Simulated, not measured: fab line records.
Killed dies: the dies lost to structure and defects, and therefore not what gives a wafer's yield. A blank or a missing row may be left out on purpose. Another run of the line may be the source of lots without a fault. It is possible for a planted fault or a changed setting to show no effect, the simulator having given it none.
Which tool did it? -- flow n5_finfet -- 10 lots with 26 wafers sampled at 6 steps, on a route of 1938 steps

## WHAT EACH GAUGE READ, for each wafer
N5_GATE_CUT_INSPECT_15: inspects for defects (brightfield). Usual: raw_defect_count reads 139 (standard deviation 41).
lot,measured,on,raw_defect_count,flag
L636,day 5 06:00,defect_inspect-02,78 106,
L637,day 5 14:19,defect_inspect-01,178 125 178,
L640,day 6 01:38,defect_inspect-02,125 96 97,
L642,day 6 17:18,defect_inspect-02,97 110 132,
L647,day 7 22:31,defect_inspect-01,165 154,
L648,day 8 13:47,defect_inspect-01,83 101,
L649,day 8 17:29,defect_inspect-01,1315 1259 1317,OFF
L650,day 9 00:36,defect_inspect-01,1316 1304 1252,OFF
L652,day 9 04:09,defect_inspect-01,1298 1320 1372,OFF
L657,day 10 10:27,defect_inspect-02,212 179,

N5_BEOL_M4_RC_MEAS_101. Usual: DIBL_N 36.0 mV/V, standard deviation 2; DIBL_P 35.9 mV/V, standard deviation 2.5; IOFF_N 0.16 nA/um, standard deviation 0.038; IOFF_P 0.21 nA/um, standard deviation 0.04; ION_N 675 uA/um, standard deviation 14; ION_P 462 uA/um, standard deviation 9.4; SS_N 71.5 mV/dec, standard deviation 0.75; SS_P 73.2 mV/dec, standard deviation 0.74; VT_N 250 mV, standard deviation 3.9; VT_P -251 mV, standard deviation 3.2.
lot,measured,on,DIBL_N (mV/V),DIBL_P (mV/V),IOFF_N (nA/um),IOFF_P (nA/um),ION_N (uA/um),ION_P (uA/um),SS_N (mV/dec),SS_P (mV/dec),VT_N (mV),VT_P (mV),flag
L636,day 8 10:36,prober-01,40.0 32.6,37.8 30.3,0.23 0.12,0.28 0.18,690 679,468 474,72.1 69.8,74.2 72.2,242 249,-246 -251,
L637,day 8 14:39,prober-01,36.7 37.8 34.0,37.6 38.4 33.3,0.18 0.21 0.13,0.24 0.24 0.16,670 678 667,463 455 459,72.8 73.3 72.2,73.0 74.1 73.1,249 250 257,-249 -249 -254,
L640,day 9 08:00,prober-02,32.5 35.9 35.7,32.2 35.1 35.0,0.11 0.15 0.15,0.16 0.19 0.18,679 676 675,473 460 464,69.6 70.2 70.1,71.7 73.4 72.7,256 251 251,-251 -251 -249,
L642,day 9 20:21,prober-02,35.6 34.8 35.3,34.3 33.3 34.1,0.16 0.13 0.14,0.23 0.22 0.23,701 683 686,483 475 472,71.3 69.7 70.6,72.8 72.4 72.8,243 248 248,-245 -248 -247,
L647,day 11 03:13,prober-01,37.8 35.9,37.0 37.3,0.22 0.17,0.23 0.24,678 665,454 459,72.3 71.3,73.3 73.5,245 249,-250 -245,
L648,day 12 04:47,prober-02,35.2 32.2,36.0 30.1,0.17 0.10,0.22 0.13,695 655,472 448,71.0 70.8,73.5 71.6,248 257,-248 -258,
L649,day 12 04:15,prober-01,38.6 38.6 35.6,39.3 39.2 36.2,0.22 0.21 0.17,0.24 0.26 0.20,685 683 696,466 472 474,72.4 72.2 71.3,73.3 73.0 72.3,248 248 248,-251 -248 -249,
L650,day 12 08:11,prober-01,38.6 34.9 39.8,39.1 34.7 40.8,0.21 0.13 0.25,0.25 0.18 0.29,687 658 683,462 448 465,72.5 72.0 72.4,74.8 73.1 74.8,246 254 242,-249 -253 -246,
L652,day 12 08:45,prober-02,33.8 41.3 34.4,34.0 42.8 34.7,0.11 0.28 0.13,0.18 0.35 0.19,664 705 673,460 482 464,70.7 72.3 70.6,72.6 74.6 72.5,254 240 252,-251 -243 -252,
L657,day 13 23:28,prober-01,38.3 39.1,37.2 37.9,0.19 0.21,0.21 0.22,689 679,465 454,72.3 73.5,74.2 73.3,249 246,-253 -250,

## TOOL THAT RAN EACH LOT (tool first, then ch and the chambers of the sampled wafers, then the start)
lot,N5_HKMG_FIN_ETCH_67,N5_GATE_CUT_VAPOR_ETCH_60,N5_GATE_CUT_CMP_02,N5_GATE_CUT_DESCUM_18
L636,"rie_diel-05 ch 3, day 4 19:25","rie_metal-02 ch 0,1, day 4 21:41","cmp-04 ch 0,1, day 5 05:17","rie_diel-01 ch 0,3, day 5 06:02"
L637,"rie_diel-03 ch 0,1,2, day 5 08:32","rie_metal-02 ch 0,1, day 5 10:47","cmp-02 ch 0,2,3, day 5 13:32","rie_diel-02 ch 2,3, day 5 14:21"
L640,"rie_diel-05 ch 2,3, day 5 19:34","rie_metal-01 ch 0,1, day 5 21:53","cmp-02 ch 2,3, day 6 00:48","rie_diel-01 ch 1,2,3, day 6 01:40"
L642,"rie_diel-04 ch 1,2,3, day 6 11:37","rie_metal-03 ch 0,1, day 6 13:53","cmp-03 ch 0,1,2, day 6 16:31","rie_diel-06 ch 0,1,2, day 6 17:20"
L647,"rie_diel-03 ch 1,2, day 7 16:49","rie_metal-02 ch 0,1, day 7 19:07","cmp-04 ch 2,3, day 7 21:52","rie_diel-06 ch 0,3, day 7 22:32"
L648,"rie_diel-03 ch 0,3, day 8 07:57","rie_metal-03 ch 0,1, day 8 10:14","cmp-03 ch 1,2, day 8 13:10","rie_diel-06 ch 0,1, day 8 13:50"
L649,"rie_diel-05 ch 0,2,3, day 8 10:45","rie_metal-03 ch 0,1, day 8 13:03","cmp-04 ch 1,2,3, day 8 16:36","rie_diel-01 ch 0,3, day 8 17:31"
L650,"rie_diel-03 ch 1,2,3, day 8 16:59","rie_metal-01 ch 0,1, day 8 19:19","cmp-04 ch 1,2,3, day 8 23:50","rie_diel-02 ch 0,1,3, day 9 00:38"
L652,"rie_diel-05 ch 0,1, day 8 22:17","rie_metal-02 ch 0,1, day 9 00:42","cmp-04 ch 0,2, day 9 03:26","rie_diel-02 ch 1,3, day 9 04:11"
L657,"rie_diel-05 ch 0,2, day 10 04:21","rie_metal-02 ch 1, day 10 07:01","cmp-02 ch 1,2, day 10 09:46","rie_diel-06 ch 2, day 10 10:29"
- N5_HKMG_FIN_ETCH_67: etches SOC in N2/H2, stops on TiN, target depth 388.9 nm.
- N5_GATE_CUT_VAPOR_ETCH_60: etches HfO2 in BCl3/Cl2.
- N5_GATE_CUT_CMP_02: polishes, stops on SiO2, t overpolish 12.7 s, target thk 0 nm.
- N5_GATE_CUT_DESCUM_18: chemistry O2, time 7 s.

## WHAT THE TOOLS THEMSELVES READ (means of the sampled wafers that have a number; where no wafer has one, the mark that the record gives instead)
N5_HKMG_FIN_ETCH_67. Usual: drypump_motor_current_A 5.6 A, standard deviation 0.42; oes_product_au 0.78 a.u., standard deviation 0.095; rf_vpp_V 240.7 V, standard deviation 1.1; showerhead_plenum_p_Torr 2.55 Torr, standard deviation 0.059; throttle_valve_pct 17.93 %, standard deviation 0.19.
lot,tool,drypump_motor_current_A (A),oes_product_au (a.u.),rf_vpp_V (V),showerhead_plenum_p_Torr (Torr),throttle_valve_pct (%),flag
L636,rie_diel-05,5.8,0.72,240.2,2.53,18.01,
L637,rie_diel-03,5.8,0.74,240.3,2.58,17.87,
L640,rie_diel-05,5.6,0.72,241.2,2.55,18.01,
L642,rie_diel-04,5.7,0.84,240.5,2.55,18.04,
L647,rie_diel-03,5.8,0.76,240.9,2.59,17.91,
L648,rie_diel-03,5.7,0.78,240.2,2.56,17.94,
L649,rie_diel-05,5.7,0.70,241.0,2.51,17.97,
L650,rie_diel-03,5.8,0.80,241.4,2.59,17.93,
L652,rie_diel-05,5.5,0.84,241.5,2.55,18.03,
L657,rie_diel-05,5.7,0.70,239.4,2.50,17.96,

N5_GATE_CUT_VAPOR_ETCH_60. Usual: drypump_motor_current_A 5.6 A, standard deviation 0.58; oes_product_au 0.79 a.u., standard deviation 0.12.
lot,tool,drypump_motor_current_A (A),oes_product_au (a.u.),flag
L636,rie_metal-02,5.2,0.76,
L637,rie_metal-02,5.2,0.73,
L640,rie_metal-01,6.1,0.88,
L642,rie_metal-03,5.6,0.67,
L647,rie_metal-02,5.2,0.74,
L648,rie_metal-03,5.7,0.91,
L649,rie_metal-03,5.6,0.93,
L650,rie_metal-01,5.5,0.75,
L652,rie_metal-02,5.2,0.71,
L657,rie_metal-02,5.0,0.66,

N5_GATE_CUT_CMP_02. Usual: motor_current_A 9.2 A, standard deviation 0.94; overpolish_run_s 12.699 s, standard deviation 0.0088; pad_life_wafers 1125, standard deviation 620; time_to_endpoint_s 27 s, standard deviation 3.6.
lot,tool,motor_current_A (A),overpolish_run_s (s),pad_life_wafers,time_to_endpoint_s (s),flag
L636,cmp-04,9.9,12.694,505,24,
L637,cmp-02,8.9,12.707,1545,27,
L640,cmp-02,8.9,12.700,1640,29,
L642,cmp-03,10.0,12.704,2090,28,
L647,cmp-04,9.1,12.702,939,30,
L648,cmp-03,8.4,12.710,-,30,OFF
L649,cmp-04,9.7,12.700,1135,26,
L650,cmp-04,9.1,12.701,1202,27,
L652,cmp-04,9.4,12.698,1244,26,
L657,cmp-02,7.9,12.696,344,26,

N5_GATE_CUT_DESCUM_18. Usual: drypump_motor_current_A 5.5 A, standard deviation 0.37; o2_flow_sccm 225.0 sccm, standard deviation 0.67; oes_product_au 0.76 a.u., standard deviation 0.08; rf_vpp_V 243.2 V, standard deviation 1.2; showerhead_plenum_p_Torr 2.11 Torr, standard deviation 0.065; throttle_valve_pct 20.59 %, standard deviation 0.22.
lot,tool,drypump_motor_current_A (A),o2_flow_sccm (sccm),oes_product_au (a.u.),rf_vpp_V (V),showerhead_plenum_p_Torr (Torr),throttle_valve_pct (%),flag
L636,rie_diel-01,5.2,225.3,0.81,244.1,2.11,20.66,
L637,rie_diel-02,5.7,224.4,0.72,243.0,2.09,20.54,
L640,rie_diel-01,5.5,225.4,0.73,243.7,2.10,20.55,
L642,rie_diel-06,5.4,224.6,0.78,244.6,2.18,20.60,
L647,rie_diel-06,5.1,225.2,0.73,243.4,2.09,20.74,
L648,rie_diel-06,5.7,224.8,0.73,243.9,2.20,20.69,
L649,rie_diel-01,5.2,225.0,0.76,242.6,2.10,20.71,
L650,rie_diel-02,5.9,224.9,0.76,242.3,2.10,20.57,
L652,rie_diel-02,5.8,225.0,0.70,242.2,2.07,20.68,
L657,rie_diel-06,5.0,224.5,0.85,242.9,2.15,20.54,

## THE ANSWER, worked out from the rows above alone
Rule: take the mean of a lot's wafers that have a number; if it is more than 3 standard deviations from the usual mean, the lot is off. A lot without any number at a reading at which 4 lots or more have one is off too. All remaining lots with rows at the step are treated as sound. The gauges are gone through in route order, then the tools' own readings, and for those a lot's mean is taken as printed above. At the first step where some lot is off, the reading lying furthest off is the one used; lots without a number count as furthest.
Off, at N5_GATE_CUT_INSPECT_15 on raw_defect_count: L649, L650, L652.
A tool fits if, at a process step before that reading, it ran every lot that is off, and no sound lot after the first of them. Gauges at N5_GATE_CUT_INSPECT_15: tried the same way as those tools. Can't be told from this: 2 tools fit, cmp-04 at N5_GATE_CUT_CMP_02, defect_inspect-01 at N5_GATE_CUT_INSPECT_15.

## WHAT THE SIMULATOR PUT IN
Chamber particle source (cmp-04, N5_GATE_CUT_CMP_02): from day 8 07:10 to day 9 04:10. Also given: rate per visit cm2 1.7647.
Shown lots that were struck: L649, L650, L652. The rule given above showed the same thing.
